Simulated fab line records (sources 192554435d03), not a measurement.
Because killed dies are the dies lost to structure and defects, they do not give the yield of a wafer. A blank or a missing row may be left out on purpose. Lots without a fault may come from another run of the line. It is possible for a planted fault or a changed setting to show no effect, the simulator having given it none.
Matching of chambers | flow n5 finfet | N5_BEOL_M15_ETCH_61 on rie diel-02 has 4 sister chambers
The step etches BARC in N2/H2, target depth 89 nm, overetch 26.7 nm, time 67.9 s. 14 wafers are shown with their chamber, then 7 later ones without.

## WAFERS WITH THEIR CHAMBER
wafer  | chamber | drypump motor current A (A) | throttle valve pct (%) | showerhead plenum p Torr (Torr)
L074.2 | 0       | 5.7                         | 17.79                  | 2.62
L074.4 | 3       | 4.9                         | 18.20                  | 2.40
L074.6 | 1       | 6.4                         | 17.48                  | 2.49
L081.3 | 1       | 6.3                         | 17.51                  | 2.48
L081.5 | 2       | 5.8                         | 18.27                  | 2.53
L081.6 | 3       | 4.9                         | 18.24                  | 2.39
L086.1 | 0       | 5.7                         | 17.83                  | 2.61
L086.3 | 2       | 5.8                         | 18.26                  | 2.53
L086.5 | 0       | 5.7                         | 17.83                  | 2.61
L089.4 | 0       | 5.7                         | 17.84                  | 2.60
L089.5 | 0       | 5.7                         | 17.84                  | 2.60
L089.6 | 1       | 6.4                         | 17.53                  | 2.48
L091.3 | 1       | 6.3                         | 17.54                  | 2.47
L091.5 | 2       | 5.8                         | 18.29                  | 2.52

SIGNATURES (averages over the wafers above)
reading                  | chamber 0 | chamber 1 | chamber 2 | chamber 3 | scatter within a chamber
drypump motor current A  | 5.700     | 6.350     | 5.800     | 4.900     | 0.0316
throttle valve pct       | 17.8260   | 17.5150   | 18.2733   | 18.2200   | 0.0226
showerhead plenum p Torr | 2.6080    | 2.4800    | 2.5267    | 2.3950    | 0.00772
Rule: a wafer lies at a distance from a chamber equal to the root of the sum of squares, over the readings, of (its reading less the chamber's mean, divided by the reading's scatter). The wafer belongs to the nearest chamber; if the next one is less than 2 further off, it can't be placed. The scatter: the root of (the sum of the squares of (reading less its chamber's mean) over the shown wafers, divided by (wafers less chambers)).

## WAFERS MISSING THEIR CHAMBER
wafer  | drypump motor current A (A) | throttle valve pct (%) | showerhead plenum p Torr (Torr)
L091.6 | 4.9                         | 17.78                  | 2.71
L094.1 | 5.9                         | 18.29                  | 2.52
L094.5 | 5.9                         | 18.29                  | 2.52
L094.6 | 4.9                         | 17.80                  | 2.71
L092.2 | 5.7                         | 17.87                  | 2.60
L092.3 | 4.9                         | 17.81                  | 2.71
L092.6 | 6.3                         | 17.53                  | 2.47

## CHAMBER TAKEN BY EACH
wafer  | from the rows above | in truth
L091.6 | 0                   | 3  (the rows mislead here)
L094.1 | 2                   | 2
L094.5 | 2                   | 2
L094.6 | 0                   | 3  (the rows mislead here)
L092.2 | 0                   | 0
L092.3 | 0                   | 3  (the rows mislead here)
L092.6 | 1                   | 1
Correct placement for 4 of the 7. Left unplaced by these rows: 0. Number placed wrongly: 3.
